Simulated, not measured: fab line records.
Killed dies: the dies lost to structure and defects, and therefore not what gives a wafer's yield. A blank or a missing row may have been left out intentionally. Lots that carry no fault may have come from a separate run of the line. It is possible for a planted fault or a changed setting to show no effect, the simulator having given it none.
Chamber matching | flow nand_harc | 4 sister chambers for NHARC_A_CHANNEL_FILL_D1_ALD_25 on ald_hk-04
The step deposits SiOx, target thk 60 nm, pulse time 10 s, ald cycles 600. 8 wafers are shown with their chamber, then 10 later ones without.

## WAFERS, EACH WITH ITS CHAMBER
wafer  | chamber | heater_power_w (W) | precursor_pulse_height_rel
L081.2 | 2       | 459                | 0.995
L083.5 | 3       | 454                | 1.010
L088.5 | 1       | 466                | 1.006
L086.1 | 2       | 476                | 1.012
L086.2 | 0       | 466                | 0.969
L086.6 | 3       | 446                | 1.032
L089.1 | 1       | 473                | 1.007
L089.3 | 0       | 461                | 0.984

## WAFERS MISSING THEIR CHAMBER
wafer  | heater_power_w (W) | precursor_pulse_height_rel
L089.6 | 468                | 1.016
L092.1 | 454                | 0.962
L092.2 | 452                | 0.982
L092.6 | 463                | 0.980
L094.2 | 463                | 1.011
L094.4 | 454                | 1.002
L094.5 | 467                | 0.988
L096.1 | 466                | 0.965
L096.2 | 464                | 0.997
L096.6 | 474                | 0.989

## WHICH CHAMBER EACH ONE RAN IN
wafer  | from the rows above               | in truth
L089.6 | can't be placed: 1 or 2 or 3      | 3
L092.1 | 0                                 | 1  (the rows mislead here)
L092.2 | can't be placed: 0 or 2 or 1 or 3 | 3
L092.6 | can't be placed: 0 or 2           | 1
L094.2 | can't be placed: 2 or 1 or 3      | 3
L094.4 | can't be placed: 3 or 2 or 1 or 0 | 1
L094.5 | can't be placed: 0 or 2 or 1      | 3
L096.1 | 0                                 | 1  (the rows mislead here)
L096.2 | can't be placed: 2 or 1 or 0      | 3
L096.6 | can't be placed: 2 or 1 or 0      | 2
Correct placement for 0 of the 10. Cannot be placed on the basis of these rows: 8; the candidates contain the true chamber in 5. 2 placed wrongly.
How it was worked out, from the rows above alone: a wafer's distance from a chamber is the root of the sum, over the readings, of the square of ((its reading less the chamber's mean) divided by the reading's scatter). The wafer belongs to the nearest chamber; if the next one is less than 2 further off, it can't be placed. Each chamber's mean is taken over the wafers shown for it. The scatter: the root of (the sum of the squares of (reading less its chamber's mean) over the shown wafers, divided by (wafers less chambers)).
